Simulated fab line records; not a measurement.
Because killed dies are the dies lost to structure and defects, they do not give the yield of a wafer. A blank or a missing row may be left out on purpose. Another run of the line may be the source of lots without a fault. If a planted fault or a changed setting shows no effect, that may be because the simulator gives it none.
Which tool was responsible?    flow nand harc    Sampling: 13 lots, 39 wafers, 6 of 1302 route steps

== WHAT THE GAUGES READ, wafer by wafer ==
NHARC_A_DECK1_JOINT_THK_MEAS_14: measures by ellipsometry. Usual: 50.8 nm for thk nm, sd 1.9.
lot   measured      on             thk nm (nm)     flag
L102  day 11 21:05  film metro-02  54.9 54.5 54.9  
L103  day 11 21:05  film metro-02  50.5 50.5 51.3  
L104  day 12 17:07  film metro-02  53.1 52.6 49.8  
L106  day 13 07:02  film metro-02  53.5 51.2 53.8  
L108  day 14 07:28  film metro-02  52.9 50.3 52.5  
L109  day 14 14:59  film metro-02  52.1 48.5 50.7  
L110  day 15 06:07  film metro-02  48.6 52.8 50.1  
L111  day 15 22:43  film metro-01  49.6 51.7 53.6  
L117  day 18 02:53  film metro-02  51.6 48.3 50.6  
L119  day 18 12:26  film metro-02  48.0 53.2 50.7  
L120  day 19 12:01  film metro-02  50.6 49.8 49.4  
L122  day 20 17:37  film metro-02  45.2 51.3 48.1  
L124  day 21 06:16  film metro-02  52.4 49.5 51.8  

NHARC_A_ONON_D2_THK_MEAS_14: measures by ellipsometry. Usual: 1001 nm for thk nm, sd 10.
lot   measured      on             thk nm (nm)              flag
L102  day 12 23:38  film metro-02  995 995 995              
L103  day 12 23:38  film metro-02  1001 1002 1000           
L104  day 13 22:46  film metro-02  993 993 994              
L106  day 14 15:34  film metro-02  1006 1008 1007           
L108  day 15 09:14  film metro-02  1005 1005 1005           
L109  day 15 14:47  film metro-02  996 996 998              
L110  day 16 06:44  film metro-02  1003 1005 1004           
L111  day 17 07:59  film metro-02  1012 1011 1012           
L117  day 19 02:29  film metro-02  649 649 648 650 650 649  OFF
L119  day 19 18:01  film metro-02  697 698 699 697 698 699  OFF
L120  day 20 14:18  film metro-02  663 661 661 661 661 664  OFF
L122  day 22 03:52  film metro-01  992 989 991              
L124  day 22 15:43  film metro-01  991 990 991              

NHARC_A_CHANNEL_HOLE_D2_INSPECT_12. Usual: 31 for raw defect count, sd 24.
lot   measured      on                 raw defect count  flag
L102  day 13 13:52  defect inspect-01  12 5 9            
L103  day 13 14:13  defect inspect-02  78 57 52          
L104  day 14 15:56  defect inspect-02  9 5 10            
L106  day 15 08:03  defect inspect-01  1 9 11            
L108  day 16 00:23  defect inspect-01  4 6 8             
L109  day 16 07:56  defect inspect-02  64 63 53          
L110  day 17 10:29  defect inspect-02  49 50 62          
L111  day 18 00:58  defect inspect-01  50 32 44          
L122  day 22 18:34  defect inspect-01  17 22 20          
L124  day 23 05:29  defect inspect-02  4 4 7             

NHARC_END_SORT_01. Usual: killed at array 54, standard deviation 21; killed at other 0.9, standard deviation 1.1; killed at periphery 3.5, standard deviation 2.5; killed dies 58, standard deviation 21; killed open 3.3, standard deviation 1.9; killed short 2.6, standard deviation 1.8.
lot   measured      on         killed at array  killed at other  killed at periphery  killed dies  killed open  killed short  flag
L102  day 24 16:21  prober-02  56 53 52         0 0 0            2 4 4                58 57 56     2 6 5        3 2 0         
L108  day 27 07:18  prober-02  33 33 44         0 2 0            3 0 1                36 35 45     1 2 5        5 2 1         
L109  day 27 18:29  prober-01  86 101 76        0 0 1            4 2 3                90 103 80    3 3 2        4 3 3         
L110  day 28 11:56  prober-02  55 49 55         0 0 0            1 1 2                56 50 57     5 3 6        2 3 3         
L111  day 29 02:26  prober-01  46 37 42         0 0 0            5 4 5                51 41 47     3 1 5        1 2 2         
L117  day 32 17:05  prober-01  673 674 673      2 2 2            2 1 2                677 677 677  5 4 6        3 3 0         OFF
L119  day 33 02:47  prober-02  675 673 673      0 2 0            2 2 4                677 677 677  4 6 6        0 2 4         OFF
L120  day 32 12:28  prober-01  672 674 673      2 1 0            3 2 4                677 677 677  5 2 3        3 2 5         OFF

== WHAT TOOL EACH LOT RAN ON (gives the tool, then ch and the chambers of the sampled wafers, and finally the start) ==
lot   NHARC_A_ONON_D2_DEP_12            NHARC_A_CHANNEL_HOLE_D2_DEP_01
L102  pecvd onon-01 ch 0, day 12 23:07  pecvd-01 ch 0,2, day 13 13:08
L103  pecvd onon-02 ch 0, day 12 23:15  pecvd-04 ch 0,1,2, day 13 13:22
L104  pecvd onon-03 ch 0, day 13 22:26  pecvd-02 ch 0,1,2, day 14 15:11
L106  pecvd onon-01 ch 0, day 14 15:11  pecvd-04 ch 0,2, day 15 07:12
L108  pecvd onon-03 ch 0, day 15 08:44  pecvd-02 ch 1,2, day 15 23:34
L109  pecvd onon-01 ch 0, day 15 14:17  pecvd-02 ch 0,2, day 16 07:05
L110  pecvd onon-01 ch 0, day 16 06:14  pecvd-04 ch 0,1,2, day 17 09:38
L111  pecvd onon-03 ch 0, day 17 07:29  pecvd-01 ch 0,2, day 18 00:10
L117  pecvd onon-03 ch 0, day 19 02:01  -
L119  pecvd onon-03 ch 0, day 19 17:30  -
L120  pecvd onon-03 ch 0, day 20 13:51  -
L122  pecvd onon-02 ch 0, day 22 03:28  pecvd-04 ch 0,1,2, day 22 17:47
L124  pecvd onon-02 ch 0, day 22 15:20  pecvd-04 ch 0,1, day 23 04:46
- NHARC_A_ONON_D2_DEP_12: target thk 1000 nm.
- NHARC_A_CHANNEL_HOLE_D2_DEP_01: deposits SiON, target thk 140 nm.

== WHAT THE TOOLS THEMSELVES READ (means of the sampled wafers that have a number; where no wafer has one, the mark that the record gives instead) ==
NHARC_A_CHANNEL_HOLE_D2_DEP_01. Usual: 798 W for heater power w, sd 91.
lot   tool      heater power w (W)  flag
L102  pecvd-01  637                 
L103  pecvd-04  826                 
L104  pecvd-02  784                 
L106  pecvd-04  747                 
L108  pecvd-02  703                 
L109  pecvd-02  806                 
L110  pecvd-04  823                 
L111  pecvd-01  737                 
L122  pecvd-04  803                 
L124  pecvd-04  853                 

== THE ANSWER, worked out from the rows above alone ==
Rule: a lot is off if the mean of its wafers that have a number lies more than 3 standard deviations from the usual mean. Also off: a lot with no number at a reading for which 4 or more lots have one. The other lots that the step has rows for count as sound. The gauges are gone through in route order, then the tools' own readings, and for those a lot's mean is taken as printed above. The first step at which some lot is off is used, and at that step the reading that is off furthest; a lot without a number counts as furthest.
Off, at NHARC_A_ONON_D2_THK_MEAS_14 on thk nm: L117, L119, L120.
A tool fits if, at a process step before that reading, it ran every lot that is off, and no sound lot after the first of them. The gauges at NHARC_A_ONON_D2_THK_MEAS_14 aren't tried: what is off there is off at NHARC_END_SORT_01 too, on other tools, and a gauge's error can't cause that. One fits: pecvd onon-03 at NHARC_A_ONON_D2_DEP_12. Its last sound lot is L111 (day 17 07:29), its first lot that is off L117 (day 19 02:01): a fault that began between those two fits.

== WHAT THE SIMULATOR HAD INSERTED ==
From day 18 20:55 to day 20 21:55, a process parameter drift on pecvd onon-03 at NHARC_A_ONON_D2_DEP_12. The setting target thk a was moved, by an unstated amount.
Lots struck among those shown: L117, L119, L120. The rule above reached the same finding.
